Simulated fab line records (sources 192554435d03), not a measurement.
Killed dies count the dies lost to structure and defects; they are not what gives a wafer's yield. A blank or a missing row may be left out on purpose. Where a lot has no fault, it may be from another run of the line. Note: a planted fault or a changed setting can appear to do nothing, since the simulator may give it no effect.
Matching of chambers / flow n5_finfet / 4 sister chambers for N5_BEOL_M15_ETCH_59 on rie_diel-06
The step etches BARC in N2/H2, target depth 89 nm, overetch 26.7 nm, time 67.9 s. 4 wafers are shown with their chamber, then 8 later ones without.

## WAFERS PAIRED WITH THEIR CHAMBERS
wafer=L079.6; chamber=1; showerhead_plenum_p_Torr (Torr)=2.58
wafer=L080.3; chamber=3; showerhead_plenum_p_Torr (Torr)=2.57
wafer=L083.6; chamber=0; showerhead_plenum_p_Torr (Torr)=2.42
wafer=L084.1; chamber=2; showerhead_plenum_p_Torr (Torr)=2.44

## WAFERS WITH NO CHAMBER GIVEN
wafer=L084.2; showerhead_plenum_p_Torr (Torr)=2.57
wafer=L084.4; showerhead_plenum_p_Torr (Torr)=2.57
wafer=L092.1; showerhead_plenum_p_Torr (Torr)=2.56
wafer=L092.3; showerhead_plenum_p_Torr (Torr)=2.41
wafer=L092.6; showerhead_plenum_p_Torr (Torr)=2.41
wafer=L097.3; showerhead_plenum_p_Torr (Torr)=2.56
wafer=L097.4; showerhead_plenum_p_Torr (Torr)=2.56
wafer=L097.6; showerhead_plenum_p_Torr (Torr)=2.40

## WHICH CHAMBER EACH WENT THROUGH
wafer=L084.2; from the rows above=can't be placed: 3 or 1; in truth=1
wafer=L084.4; from the rows above=can't be placed: 3 or 1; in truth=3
wafer=L092.1; from the rows above=can't be placed: 3 or 1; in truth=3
wafer=L092.3; from the rows above=can't be placed: 0 or 2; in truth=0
wafer=L092.6; from the rows above=can't be placed: 0 or 2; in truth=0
wafer=L097.3; from the rows above=can't be placed: 3 or 1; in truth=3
wafer=L097.4; from the rows above=can't be placed: 3 or 1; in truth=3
wafer=L097.6; from the rows above=can't be placed: 0 or 2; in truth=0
0 of 8 placed correctly. Not placeable from these rows: 8 (in 8, the candidates include the true chamber). 0 placed wrongly.
How it was worked out, from the rows above alone: a wafer's distance from a chamber is the root of the sum, over the readings, of the square of ((its reading less the chamber's mean) divided by the reading's scatter). The wafer belongs to the nearest chamber; if the next one is less than 2 further off, it can't be placed. A chamber's mean is the mean of its shown wafers. The scatter: root of mean squared gap, hidden wafer to nearest shown wafer, with one shown wafer a chamber.
